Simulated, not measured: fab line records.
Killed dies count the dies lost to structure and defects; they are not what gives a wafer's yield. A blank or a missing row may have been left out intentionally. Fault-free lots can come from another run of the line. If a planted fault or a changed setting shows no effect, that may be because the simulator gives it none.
Which tool is to blame? ; flow n5 finfet ; 8 lots, 24 wafers sampled, at 7 steps of a route of 1938

## WHAT EACH GAUGE READ, for each wafer
N5_WELL_APT_CD_MEAS_25: the cd target is 200 nm. Usual: 201.4 nm for cd nm, sd 2.9.
lot;measured;on;cd nm (nm);flag
L199;day 2 09:14;cd sem-03;200.3 197.0 199.7;
L200;day 2 15:18;cd sem-01;206.5 200.7 200.1;
L201;day 2 21:15;cd sem-02;199.6 197.7 203.5;
L202;day 3 03:28;cd sem-03;205.4 205.3 203.4;
L206;day 4 03:03;cd sem-01;198.4 198.8 203.4;
L207;day 4 08:49;cd sem-01;205.0 202.1 197.8;
L217;day 6 21:04;cd sem-03;201.0 199.5 197.1;
L218;day 7 02:52;cd sem-01;203.5 201.1 206.1;

N5_FIN_SAQP_THK_MEAS_07. Usual: 60.0 nm for thk nm, sd 0.83.
lot;measured;on;thk nm (nm);flag
L199;day 2 15:17;film metro-01;59.4 59.9 60.1;
L200;day 2 21:23;film metro-02;58.0 59.5 60.2;
L201;day 3 03:16;film metro-01;60.9 59.9 60.5;
L202;day 3 09:17;film metro-02;44.4 60.1 59.9;OFF
L206;day 4 09:49;film metro-01;60.0 60.1 61.5;
L207;day 4 15:27;film metro-02;44.4 59.4 60.2;OFF
L217;day 7 03:42;film metro-02;59.8 58.9 59.7;
L218;day 7 08:49;film metro-01;59.8 59.0 58.7;

N5_BEOL_M4_RC_MEAS_101. Usual: DIBL_N 36.1 mV/V, standard deviation 2.3; DIBL_P 36 mV/V, standard deviation 3.2; IOFF_N 0.16 nA/um, standard deviation 0.045; IOFF_P 0.21 nA/um, standard deviation 0.049; ION_N 674 uA/um, standard deviation 14; ION_P 462 uA/um, standard deviation 8.4; SS_N 71.6 mV/dec, standard deviation 0.83; SS_P 73.2 mV/dec, standard deviation 0.87; VT_N 249 mV, standard deviation 3.8; VT_P -250 mV, standard deviation 3.4.
lot;measured;on;DIBL_N (mV/V);DIBL_P (mV/V);IOFF_N (nA/um);IOFF_P (nA/um);ION_N (uA/um);ION_P (uA/um);SS_N (mV/dec);SS_P (mV/dec);VT_N (mV);VT_P (mV);flag
L199;day 11 20:04;prober-01;39.1 38.2 36.7;42 40 39;0.22 0.20 0.19;0.29 0.26 0.26;686 679 695;468 465 481;72.3 72.0 71.3;74.4 73.7 73.7;246 248 244;-246 -246 -246;
L200;day 12 16:52;prober-02;35.8 34.3 34.7;36 34 35;0.15 0.13 0.14;0.20 0.17 0.19;674 669 677;458 461 460;71.7 71.1 70.5;72.9 72.6 72.1;249 249 249;-251 -252 -251;
L201;day 13 01:20;prober-02;37.0 38.4 36.7;38 39 37;0.19 0.20 0.19;0.25 0.25 0.23;671 679 683;455 465 464;72.0 72.7 72.6;73.9 74.4 73.6;246 249 250;-247 -249 -249;
L202;day 12 13:42;prober-02;35.9 31.9 35.3;36 31 34;0.16 0.10 0.16;0.18 0.13 0.17;671 663 670;449 451 453;71.5 69.7 70.8;74.0 72.0 72.7;248 252 246;-250 -256 -255;
L206;day 13 15:51;prober-01;33.8 34.2 34.2;34 34 34;0.16 0.14 0.15;0.22 0.21 0.21;667 662 684;462 460 474;71.5 71.5 71.1;73.0 72.4 73.1;248 250 248;-248 -249 -249;
L207;day 14 05:34;prober-02;35.8 35.1 37.7;34 34 37;0.12 0.13 0.16;0.21 0.20 0.25;652 662 675;457 464 465;71.0 71.3 71.9;73.4 71.6 73.4;254 251 251;-251 -249 -247;
L217;day 17 04:50;prober-02;40.9 40.3 39.2;44 43 41;0.28 0.30 0.26;0.38 0.36 0.31;686 695 685;469 472 464;73.0 72.4 72.8;75.4 74.8 75.0;241 239 243;-241 -240 -243;
L218;day 16 04:26;prober-02;39.9 36.0 35.4;39 34 33;0.22 0.14 0.13;0.24 0.17 0.17;707 661 670;474 450 460;72.3 70.8 70.4;74.2 73.0 72.0;244 250 251;-250 -252 -248;

## WHAT TOOL EACH LOT RAN ON (gives the tool, then ch and the chambers of the sampled wafers, and finally the start)
lot;N5_FIN_SAQP_PECVD_06;N5_FIN_SAQP_MANDREL_ETCH_22;N5_FIN_SAQP_STRIP_55;N5_FIN_SAQP_SPACER1_ETCHBACK_25
L199;pecvd-04 ch 0,2, day 2 15:11;rie si-06 ch 0,2,3, day 2 16:04;rie diel-01 ch 1,2, day 2 16:10;rie diel-03 ch 0,1, day 2 17:35
L200;pecvd-03 ch 0,1, day 2 21:16;rie si-01 ch 2,3, day 2 22:16;rie diel-04 ch 1,3, day 2 22:22;rie diel-01 ch 0,1,2, day 2 23:47
L201;pecvd-03 ch 0,1,2, day 3 03:12;rie si-06 ch 0,1, day 3 04:08;rie diel-01 ch 1,2, day 3 04:13;rie diel-04 ch 0,3, day 3 05:59
L202;pecvd-03 ch 0,1,2, day 3 09:12;rie si-03 ch 1,2,3, day 3 10:09;rie diel-01 ch 1,2,3, day 3 10:15;rie diel-01 ch 2,3, day 3 12:53
L206;pecvd-02 ch 0,2, day 4 09:44;rie si-03 ch 0,2, day 4 10:41;rie diel-01 ch 0,1,2, day 4 10:47;rie diel-03 ch 0,2, day 4 12:13
L207;pecvd-03 ch 1,2, day 4 15:20;rie si-03 ch 0,2,3, day 4 16:20;rie diel-04 ch 0,1,3, day 4 16:26;rie diel-04 ch 0,1,3, day 4 19:02
L217;pecvd-03 ch 1,2, day 7 03:37;rie si-01 ch 0,3, day 7 04:41;rie diel-04 ch 0,2,3, day 7 04:47;rie diel-01 ch 1,3, day 7 06:15
L218;pecvd-04 ch 0,1,2, day 7 08:44;rie si-03 ch 0,1,2, day 7 09:33;rie diel-04 ch 0,2,3, day 7 09:39;rie diel-01 ch 0,1, day 7 11:05
- N5_FIN_SAQP_PECVD_06: deposits a-Si from SiH4/He, target thk 60 nm, time 48.1 s.
- N5_FIN_SAQP_MANDREL_ETCH_22: etches a-Si in HBr/Cl2, stops on SiNx, target depth 60 nm, bt time 10 s, time 30 s.
- N5_FIN_SAQP_STRIP_55: strips in N2/H2.
- N5_FIN_SAQP_SPACER1_ETCHBACK_25: etches SiO2 in CHF3/O2, target depth 24.4 nm, time 12.2 s.

## AS READ BY THE TOOLS THEMSELVES (means over the sampled wafers that have a number; for cases with no such wafer, the mark the record gives instead)
N5_FIN_SAQP_PECVD_06. Usual: heater power w 861 W, standard deviation 73; showerhead plenum p Torr 5.66 Torr, standard deviation 0.045; susceptor temp C 400.02 C, standard deviation 0.22; throttle valve pct 18.3 %, standard deviation 1.2.
lot;tool;heater power w (W);showerhead plenum p Torr (Torr);susceptor temp C (C);throttle valve pct (%);flag
L199;pecvd-04;973;5.66;399.97;18.4;
L200;pecvd-03;796;5.65;400.01;18.9;
L201;pecvd-03;855;5.65;399.84;18.2;
L202;pecvd-03;863;5.66;399.90;18.1;
L206;pecvd-02;816;5.63;399.81;17.0;
L207;pecvd-03;903;5.61;400.05;18.2;
L217;pecvd-03;904;5.61;400.20;18.2;
L218;pecvd-04;876;5.68;400.11;19.3;

N5_FIN_SAQP_MANDREL_ETCH_22. Usual: bias w 75.01 W, standard deviation 0.22; drypump motor current A 5.8 A, standard deviation 0.46; oes product au 0.767 a.u., standard deviation 0.015; throttle valve pct 35.3 %, standard deviation 0.41.
lot;tool;bias w (W);drypump motor current A (A);oes product au (a.u.);throttle valve pct (%);flag
L199;rie si-06;75.17;5.6;0.775;35.4;
L200;rie si-01;74.89;5.4;0.744;35.0;
L201;rie si-06;74.99;5.7;0.776;35.6;
L202;rie si-03;74.85;5.9;0.728;35.2;
L206;rie si-03;74.97;6.1;0.773;35.3;
L207;rie si-03;74.94;5.9;0.724;35.2;
L217;rie si-01;75.04;5.9;0.754;35.9;
L218;rie si-03;74.96;6.1;0.766;35.3;

N5_FIN_SAQP_STRIP_55. Usual: drypump motor current A 5.67 A, standard deviation 0.23; oes product au 0.78 a.u., standard deviation 0.084; rf vpp V 121.9 V, standard deviation 1.4; showerhead plenum p Torr 3.39 Torr, standard deviation 0.11; throttle valve pct 19.1 %, standard deviation 0.34.
lot;tool;drypump motor current A (A);oes product au (a.u.);rf vpp V (V);showerhead plenum p Torr (Torr);throttle valve pct (%);flag
L199;rie diel-01;5.61;0.83;122.0;3.45;19.4;
L200;rie diel-04;5.71;0.72;121.3;3.39;19.4;
L201;rie diel-01;5.63;0.83;122.6;3.45;19.4;
L202;rie diel-01;5.68;0.79;121.4;3.43;19.2;
L206;rie diel-01;5.66;0.84;121.4;3.40;19.1;
L207;rie diel-04;5.67;0.72;123.0;3.37;19.2;
L217;rie diel-04;5.52;0.82;122.6;3.42;19.1;
L218;rie diel-04;5.51;0.81;121.7;3.42;19.1;

N5_FIN_SAQP_SPACER1_ETCHBACK_25. Usual: value, then standard deviation, for each; bias w 170.0 W / 0.52; drypump motor current A 5.69 A / 0.17; oes_f_703_au 0.78 a.u. / 0.068; oes product au 0.78 a.u. / 0.069; rf vpp V 527 V / 23; showerhead plenum p Torr 2.41 Torr / 0.07; throttle valve pct 18.96 % / 0.15.
lot;tool;bias w (W);drypump motor current A (A);oes_f_703_au (a.u.);oes product au (a.u.);rf vpp V (V);showerhead plenum p Torr (Torr);throttle valve pct (%);flag
L199;rie diel-03;169.6;5.69;0.85;0.81;500;2.36;18.95;
L200;rie diel-01;170.2;5.64;0.83;0.87;534;2.45;18.99;
L201;rie diel-04;170.3;5.68;0.72;0.73;533;2.41;19.23;
L202;rie diel-01;169.8;5.79;0.70;0.72;545;2.39;18.93;
L206;rie diel-03;170.4;5.66;0.77;0.75;510;2.43;18.86;
L207;rie diel-04;169.6;5.65;0.73;0.73;532;2.40;19.13;
L217;rie diel-01;170.5;5.76;0.71;0.75;551;2.43;18.87;
L218;rie diel-01;169.9;5.70;0.83;0.85;518;2.41;18.91;

## THE ANSWER, worked out from the rows above alone
Rule: a lot counts as off when the mean over its wafers that have a number is more than 3 standard deviations away from the usual mean. Also off: a lot with no number at a reading for which 4 or more lots have one. Any other lot the step has rows for is counted as sound. After the gauges, taken in route order, come the tools' own readings; for these a lot's mean is taken, as printed above. At the first step where some lot is off, the reading lying furthest off is the one used; lots without a number count as furthest.
Off: L202, L207, at N5_FIN_SAQP_THK_MEAS_07 (thk nm).
If a tool, at a process step before that reading, ran all the lots that are off and no sound lot after the first of them, it fits. Gauges at N5_FIN_SAQP_THK_MEAS_07: tried the same way as those tools. None of those tried fits.

## WHAT THE SIMULATOR PUT IN
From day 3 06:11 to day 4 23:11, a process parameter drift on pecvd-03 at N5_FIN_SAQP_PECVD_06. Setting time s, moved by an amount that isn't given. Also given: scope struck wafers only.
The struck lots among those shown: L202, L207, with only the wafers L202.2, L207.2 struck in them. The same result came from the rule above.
